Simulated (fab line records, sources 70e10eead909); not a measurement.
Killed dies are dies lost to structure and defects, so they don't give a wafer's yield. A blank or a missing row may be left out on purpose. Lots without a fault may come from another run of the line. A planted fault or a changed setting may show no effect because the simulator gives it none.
fab line records | flow nand_harc | part 2 of 2: steps 22 to 27 of 27
record lots=5 wafers=15 last_day=25
route steps=1159 shown A_STAIRCASE@527
lots that met no fault: from a run of the same line without faults
start_h: hours from the record's first day to the start of the lot's first wafer shown | wait_h: hours since the lot's step before | " the same as in the row above | L1.1+2: a row that stands for several wafers | - no value, or no start given | * or withheld: withheld | < > ~ a bound
route shown NAME@n: a module of which the file shows steps, and the number in the route of the first | usual: mean/standard deviation of fault-free wafers | same: alike in all rows | chamber/n: place in a boat | sites: the reading at each site | _std_site: their standard deviation | _edge_site: outer sites' mean less inner sites' | radius_mm: how far each site lies from the wafer's centre | mask NAME#n: copy n | behind: the tool/chamber that last shaped the wafer | hold: why the lot was held/for how many hours/how that ended | device: the transistor (n, p or np) that didn't switch | end of line: the same wafers' tests at the end of the route | a step without rows: its recipe alone | killed: dies lost to structure and defects at the first sort, not the wafer's yield | map: a wafer's dies, x killed, . not, _ none there
set.NAME: the setting as run; set.NAME@STEP: as run at that earlier step | model.NAME: the simulator's own value behind a step, which no gauge read
lots at some steps of the route; a table a step, a row a wafer
services: from which hour (start_h, from the record's first day; less than 0 if before it) a tool's chamber was out of use, for how many hours, and why
## steps
# step NHARC_A_STAIRCASE_TRIM_14
# recipe time_s=211.2 o2_flow_sccm=500 ar_flow_sccm=0 bias_w=0 chemistry=O2
# usual drypump_motor_current_A=5.9/0.41 oes_product_au=0.998/0.0088 rf_vpp_V=57.8/0.95 showerhead_plenum_p_Torr=3.47/0.16 throttle_valve_pct=17.037/0.0084
# same time_s=211.2
# columns lot.wafer tool chamber start_h wait_h drypump_motor_current_A oes_product_au rf_hours_counter_h rf_vpp_V showerhead_plenum_p_Torr throttle_valve_pct
L081.2 rie_diel-06 1 - - 6.5 1.002 7 58.1 3.69 17.033
L081.5 " 3 " " 6.3 1.008 - 58.3 3.29 17.031
L081.6 " 0 " " 5.9 0.995 - 58.6 3.61 17.030
L087.3 rie_diel-06 0 - - 5.9 0.995 22 57.3 3.60 17.038
L087.4 " 1 " " 6.6 1.010 22 59.1 3.68 17.039
L087.5 " 1 " " 6.6 1.008 - 58.3 3.68 17.040
L089.3 rie_diel-13 2 - - 6.6 0.994 17 57.5 3.80 17.038
L089.4 " 3 " " 5.5 0.992 18 57.2 3.28 17.038
L089.6 " 0 " " 5.7 1.004 - 57.2 3.57 17.029
L093.4 rie_diel-01 0 - - 5.8 1.021 8 57.6 3.46 17.037
L093.6 " 1 " " 5.6 1.009 - 58.0 3.31 17.037
L093.5 " 2 " " 5.8 1.013 - 56.0 3.33 17.038
L095.4 rie_diel-01 2 - - 5.8 1.008 12 58.4 3.33 17.041
L095.3 " 1 " " 5.6 1.014 9 57.4 3.31 17.037
L095.5 " 3 " " 6.0 1.003 - 57.3 3.53 17.031
# step NHARC_A_STAIRCASE_ETCH_15
# recipe target_depth_a=1000 time_s=40.5 ion_energy_ev=400 c4f8_flow_sccm=20 o2_flow_sccm=10 ar_flow_sccm=withheld rf_w=600 bias_w=1000 chemistry=C4F8/O2
# usual oes_product_au=0.938/0.011 rf_vpp_V=894/6.2
# same time_s=40.5
# columns lot.wafer tool chamber start_h wait_h oes_product_au rf_hours_counter_h rf_vpp_V
L081.2 rie_diel-06 2 - - 0.949 8 899
L081.6 " 0 " " 0.934 - 898
L081.5 " 1 " " 0.957 - 902
L087.4 rie_diel-06 0 - - 0.922 22 898
L087.3 " 2 " " 0.939 22 898
L087.5 " 1 " " 0.938 - 901
L089.3 rie_diel-13 3 - - 0.931 18 886
L089.4 " 0 " " 0.935 15 898
L089.6 " 2 " " 0.936 - 906
L093.4 rie_diel-01 0 - - 0.966 8 893
L093.6 " 2 " " 0.956 - 889
L093.5 " 3 " " 0.959 - 896
L095.3 rie_diel-01 3 - - 0.946 11 895
L095.4 " 2 " " 0.952 12 888
L095.5 " 3 " " 0.941 - 897
# step NHARC_A_STAIRCASE_TRIM_16
# recipe time_s=211.2 o2_flow_sccm=500 ar_flow_sccm=0 bias_w=0 chemistry=O2
# usual drypump_motor_current_A=5.9/0.41 oes_product_au=0.998/0.0087 rf_vpp_V=57.7/1 showerhead_plenum_p_Torr=3.47/0.16 throttle_valve_pct=17.037/0.0095
# same time_s=211.2
# columns lot.wafer tool chamber start_h wait_h drypump_motor_current_A oes_product_au rf_hours_counter_h rf_vpp_V showerhead_plenum_p_Torr throttle_valve_pct
L081.2 rie_diel-06 0 - - 5.9 0.988 6 58.1 3.61 17.036
L081.5 " 3 " " 6.3 1.012 - 57.4 3.29 17.048
L081.6 " 0 " " 5.9 0.993 - 60.1 3.61 17.035
L087.3 rie_diel-06 3 - - 6.3 0.995 22 57.4 3.28 17.037
L087.4 " 2 " " 6.4 0.997 22 58.8 3.59 17.039
L087.5 " 0 " " 5.9 0.990 - 58.8 3.60 17.033
L089.3 rie_diel-13 3 - - 5.4 0.996 18 55.8 3.28 17.048
L089.4 " 0 " " 5.6 1.003 15 56.6 3.57 17.046
L089.6 " 3 " " 5.4 0.984 - 56.4 3.28 17.029
L093.4 rie_diel-01 0 - - 5.7 1.004 8 57.7 3.46 17.041
L093.6 " 0 " " 5.8 1.016 - 57.9 3.46 17.050
L093.5 " 1 " " 5.6 1.015 - 57.1 3.31 17.052
L095.3 rie_diel-01 3 - - 6.0 1.002 11 59.0 3.53 17.048
L095.4 " 2 " " 5.8 1.005 12 57.3 3.33 17.020
L095.5 " 3 " " 6.0 1.006 - 58.2 3.53 17.037
# step NHARC_A_STAIRCASE_ETCH_17
# recipe target_depth_a=1000 time_s=40.5 ion_energy_ev=400 c4f8_flow_sccm=20 o2_flow_sccm=10 ar_flow_sccm=withheld rf_w=600 bias_w=1000 chemistry=C4F8/O2
# usual oes_product_au=0.938/0.0098 rf_vpp_V=894/6
# same time_s=40.5
# columns lot.wafer tool chamber start_h wait_h oes_product_au rf_hours_counter_h rf_vpp_V
L081.2 rie_diel-06 3 - - 0.942 7 887
L081.5 " 0 " " 0.939 - 898
L081.6 " 1 " " 0.947 - 903
L087.4 rie_diel-06 3 - - 0.927 22 887
L087.3 " 1 " " 0.940 22 902
L087.5 " 3 " " 0.928 - 887
L089.4 rie_diel-13 2 - - 0.928 17 905
L089.3 " 1 " " 0.920 17 889
L089.6 " 2 " " 0.934 - 904
L093.4 rie_diel-01 2 - - 0.954 8 887
L093.5 " 0 " " 0.959 - 894
L093.6 " 1 " " 0.936 - 889
L095.3 rie_diel-01 3 - - 0.946 11 896
L095.4 " 0 " " 0.944 11 893
L095.5 " 2 " " 0.948 - 889
# step NHARC_A_STAIRCASE_TRIM_18
# recipe time_s=211.2 o2_flow_sccm=500 ar_flow_sccm=0 bias_w=0 chemistry=O2
# usual drypump_motor_current_A=5.9/0.4 oes_product_au=0.999/0.0085 rf_vpp_V=57.7/0.94 showerhead_plenum_p_Torr=3.47/0.17 throttle_valve_pct=17.038/0.0091
# same time_s=211.2
# columns lot.wafer tool chamber start_h wait_h drypump_motor_current_A oes_product_au rf_hours_counter_h rf_vpp_V showerhead_plenum_p_Torr throttle_valve_pct
L081.2 rie_diel-06 1 - - 6.6 1.006 7 59.4 3.69 17.038
L081.6 " 1 " " 6.5 0.992 - 57.6 3.69 17.020
L081.5 " 2 " " 6.5 0.999 - 57.5 3.60 17.024
L087.3 rie_diel-06 3 - - 6.3 1.008 22 58.6 3.28 17.041
L087.4 " 1 " " 6.6 1.003 22 58.4 3.68 17.045
L087.5 " 3 " " 6.3 1.006 - 58.1 3.28 17.030
L089.3 rie_diel-13 3 - - 5.4 0.998 18 57.9 3.28 17.033
L089.4 " 1 " " 5.4 1.003 17 57.2 3.35 17.031
L089.6 " 0 " " 5.6 1.001 - 59.1 3.57 17.037
L093.4 rie_diel-01 3 - - 6.0 1.011 8 57.8 3.54 17.020
L093.6 " 3 " " 6.0 1.007 - 58.1 3.54 17.053
L093.5 " 0 " " 5.7 1.018 - 58.0 3.46 17.049
L095.4 rie_diel-01 0 - - 5.8 1.004 11 56.6 3.46 17.031
L095.3 " 3 " " 6.0 1.003 11 59.2 3.53 17.023
L095.5 " 1 " " 5.6 1.011 - 57.1 3.31 17.055
# step NHARC_A_STAIRCASE_ETCH_19
# recipe target_depth_a=1000 time_s=40.5 ion_energy_ev=400 c4f8_flow_sccm=20 o2_flow_sccm=10 ar_flow_sccm=withheld rf_w=600 bias_w=1000 chemistry=C4F8/O2
# usual oes_product_au=0.939/0.011 rf_vpp_V=894/5.9
# same time_s=40.5
# columns lot.wafer tool chamber start_h wait_h oes_product_au rf_hours_counter_h rf_vpp_V
L081.2 rie_diel-06 3 - - 0.965 7 888
L081.5 " 0 " " 0.940 - 899
L081.6 " 1 " " 0.940 - 901
L087.4 rie_diel-06 0 - - 0.920 23 898
L087.3 " 3 " " 0.931 23 888
L087.5 " 0 " " 0.920 - 899
L089.4 rie_diel-13 3 - - 0.917 19 887
L089.3 " 0 " " 0.935 16 898
L089.6 " 3 " " 0.921 - 888
L093.4 rie_diel-01 1 - - 0.929 6 889
L093.6 " 0 " " 0.933 - 894
L093.5 " 1 " " 0.926 - 888
L095.3 rie_diel-01 0 - - 0.938 11 894
L095.4 " 2 " " 0.955 12 888
L095.5 " 0 " " 0.954 - 894
## services
# columns tool chamber start_h hours kind
rie_diel-06 - 247.37 3.3 repair
rie_diel-01 1 255.60 2.0 repair
krf_scanner-01 - 256.00 4.0 pm
rie_diel-01 0 260.84 5.2 repair
plasma_asher-02 - 263.43 0.5 repair
rie_diel-06 0 274.77 - clean
rie_diel-06 1 274.77 - clean
rie_diel-06 2 274.77 - clean
rie_diel-06 3 274.77 - clean
rie_diel-13 - 276.08 9.0 pm
plasma_asher-01 - 276.52 9.0 pm
wet_bench-09 - 288.80 8.0 pm
rie_diel-06 - 296.99 3.5 repair
rie_diel-01 1 308.71 14.6 repair
rie_diel-13 2 309.80 3.9 repair
rie_diel-01 - 315.40 9.0 pm
rie_diel-06 0 323.30 - clean
rie_diel-06 1 323.30 - clean
rie_diel-06 2 323.30 - clean
rie_diel-06 3 323.30 - clean
krf_scanner-03 - 327.08 0.3 repair
rie_diel-01 1 333.90 6.0 repair
krf_scanner-03 - 340.00 4.0 pm
litho_track-02 - 340.00 7.0 pm
